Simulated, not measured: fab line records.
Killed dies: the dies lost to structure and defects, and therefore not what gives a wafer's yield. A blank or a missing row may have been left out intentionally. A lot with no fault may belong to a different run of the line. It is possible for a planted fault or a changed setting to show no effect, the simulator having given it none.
Shared-tool check + flow nandHarc + 6 wafers sampled across 2 lots

## WHY THIS WAS OPENED
Flagged at NHARC_END_SORT_01: reading killedAtArray, on 2 of 2 lots. No-fault wafers: 27, standard deviation 11.
Rule: a lot is flagged when every wafer of it that has a number lies more than 4 standard deviations from that mean, or none has a number. The other lots count as sound.

| lot  | measured     | on        | killedAtArray, wafer by wafer | flag    |
|------|--------------|-----------|-------------------------------|---------|
| L893 | day 22 08:10 | prober-01 | 674 674 671                   | FLAGGED |
| L895 | day 22 09:09 | prober-02 | 676 675 675                   | FLAGGED |
The mean of the flagged lots' numbers is 674, +647 from the usual (+59 standard deviations).

## WHICH TOOL EACH LOT WENT THROUGH
Before the reading, the record contains 3 process steps out of a 1159-step route. Cell contents, in order: the tool; ch with the chambers the sampled wafers went through; the start.
| lot  | flag    | NHARC_A_WL_FILL_ETCHBACK_16       | NHARC_A_WL_FILL_STRIP_29          | NHARC_A_WL_FILL_CVD_20                  |
|------|---------|-----------------------------------|-----------------------------------|-----------------------------------------|
| L893 | FLAGGED | rieDiel-04 ch 2,3, day 18 20:11   | rieDiel-04 ch 1,2,3, day 18 20:16 | cvdW-01 ch 0,1, day 22 08:10 or earlier |
| L895 | FLAGGED | rieDiel-08 ch 0,2,3, day 18 20:36 | rieDiel-08 ch 0,3, day 18 20:41   | cvdW-02 ch 0,1, day 22 09:09 or earlier |
These steps, and what they do:
- NHARC_A_WL_FILL_ETCHBACK_16: etches the open film in C4F8/O2/Ar, target depth 88 nm, time 17.6 s.
- NHARC_A_WL_FILL_STRIP_29: strips in O2, time 20 s.
- NHARC_A_WL_FILL_CVD_20: deposits W, target thk 75 nm, time 5064 s.
- NHARC_END_SORT_01

## FLAGGED OVER TOTAL, TOOL BY TOOL (the gauges that took the reading come last)
| step                        | tool       | lots run | flagged | share of the flagged lots | sound lots run after its first flagged lot |
|-----------------------------|------------|----------|---------|---------------------------|--------------------------------------------|
| NHARC_A_WL_FILL_ETCHBACK_16 | rieDiel-04 | 1        | 1       | some                      | 0                                          |
| NHARC_A_WL_FILL_ETCHBACK_16 | rieDiel-08 | 1        | 1       | some                      | 0                                          |
| NHARC_A_WL_FILL_STRIP_29    | rieDiel-04 | 1        | 1       | some                      | 0                                          |
| NHARC_A_WL_FILL_STRIP_29    | rieDiel-08 | 1        | 1       | some                      | 0                                          |
| NHARC_A_WL_FILL_CVD_20      | cvdW-01    | 1        | 1       | some                      | 0                                          |
| NHARC_A_WL_FILL_CVD_20      | cvdW-02    | 1        | 1       | some                      | 0                                          |
| NHARC_END_SORT_01           | prober-01  | 1        | 1       | some                      | 0                                          |
| NHARC_END_SORT_01           | prober-02  | 1        | 1       | some                      | 0                                          |
With no start given for some of its lots, NHARC_A_WL_FILL_CVD_20 uses the hours and lot order of NHARC_END_SORT_01.

## WHAT THE TABLE ALLOWS
No row of the table ran every flagged lot.

## WHAT HAD BEEN PUT IN BY THE SIMULATOR
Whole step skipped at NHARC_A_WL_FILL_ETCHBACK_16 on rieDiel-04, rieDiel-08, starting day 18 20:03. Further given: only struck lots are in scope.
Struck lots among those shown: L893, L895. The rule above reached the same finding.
